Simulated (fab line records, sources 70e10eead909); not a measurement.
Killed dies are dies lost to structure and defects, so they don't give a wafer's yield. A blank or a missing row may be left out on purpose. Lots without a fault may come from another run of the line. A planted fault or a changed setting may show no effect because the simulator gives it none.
Problem report in the 8D (eight disciplines) form, filled by code | flow nand_harc | the parts of the form that need people (team, actions taken, sign-off) are left out

1. THE PROBLEM
wafer_temp_C_max at NHARC_A_WL_FILL_RTA_01 reads a mean of 957.4 on 6 wafers of 2 lots; wafers without a fault read 1003.6 with a standard deviation of 1.2. That is -38 standard deviations from the usual mean.
The step: time 5 s.
First seen on wafer L961.1, day 25 08:37, on rtp_anneal-02. The record holds 36 wafers of 12 lots with a number at this step. Rule for "out", or "out of limits": more than 4 standard deviations from the usual mean. The other wafers with a number count as sound.

2. WHAT IT IS AND WHAT IT IS NOT
question                    | is                                                                                                                                                      | is not
which readings at this step | wafer_temp_C_max, lamp_power_pct, lamp_zone_1_pct, lamp_zone_2_pct, lamp_zone_3_pct, lamp_zone_4_pct, lamp_zone_5_pct, lamp_zone_6_pct, lamp_zone_7_pct | -
which lots                  | L961, L962                                                                                                                                              | L950, L952, L953, L955, L967, L968, L969, L970, L972, L973
which wafers of those lots  | all that have a number                                                                                                                                  | -
read on which tools         | rtp_anneal-02                                                                                                                                           | rtp_anneal-01
when                        | from day 25 08:37                                                                                                                                       | up to then (12 sound wafers); but 18 sound wafers of L967, L968, L969, L970, L972, L973 came after

3. SUSPECTS, AND WHAT RULES EACH OUT
Counting: a tool at a process step up to the reading stays a suspect if it ran every lot that is out and no sound lot after the first of them.
- rtp_anneal-02 at NHARC_A_WL_FILL_RTA_01 (time 5 s): ruled out as a lasting fault. Sound lots L969, L972 ran on it after its first lot that is out, L961 (day 25 08:37).
Left after counting: nothing in the record.

4. THE CAUSE (what the simulator had put in)
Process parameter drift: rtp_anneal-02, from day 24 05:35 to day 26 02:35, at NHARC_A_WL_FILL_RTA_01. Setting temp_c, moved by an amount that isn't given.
Counting ruled it out, wrongly.

5. THE CHAIN OF EFFECTS, in route order
Each row: a reading whose mean over the struck wafers that have a number lies more than 3 standard deviations from the usual. Only readings for which the record gives a usual standard deviation are gone through. hours: the time from each lot's start at the first step in this table that gives one to its start at this step, as a median over the lots. sigmas: the change in usual standard deviations.
hours | step                   | reading          | usual  | on struck wafers | change | sigmas
0     | NHARC_A_WL_FILL_RTA_01 | lamp_power_pct   | 27.4 % | 22.9             | -4.5   | -4.7
0     | NHARC_A_WL_FILL_RTA_01 | lamp_zone_1_pct  | 27.4 % | 22.9             | -4.5   | -4.6
0     | NHARC_A_WL_FILL_RTA_01 | lamp_zone_2_pct  | 27.4 % | 22.9             | -4.5   | -4.6
0     | NHARC_A_WL_FILL_RTA_01 | lamp_zone_3_pct  | 27.4 % | 22.9             | -4.5   | -4.6
0     | NHARC_A_WL_FILL_RTA_01 | lamp_zone_4_pct  | 27.4 % | 22.9             | -4.5   | -4.7
0     | NHARC_A_WL_FILL_RTA_01 | lamp_zone_5_pct  | 27.4 % | 22.9             | -4.5   | -4.7
0     | NHARC_A_WL_FILL_RTA_01 | lamp_zone_6_pct  | 27.3 % | 22.8             | -4.5   | -4.6
0     | NHARC_A_WL_FILL_RTA_01 | lamp_zone_7_pct  | 27.8 % | 23.3             | -4.5   | -4.5
0     | NHARC_A_WL_FILL_RTA_01 | wafer_temp_C_max | 1003.6 | 957.4            | -46.2  | -38
The process steps in it:
- NHARC_A_WL_FILL_RTA_01: time 5 s.

6. WHAT WOULD HAVE CAUGHT IT SOONER
In this record the first reading out of limits was taken at day 25 08:37, 27 hours after the fault began at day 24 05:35.
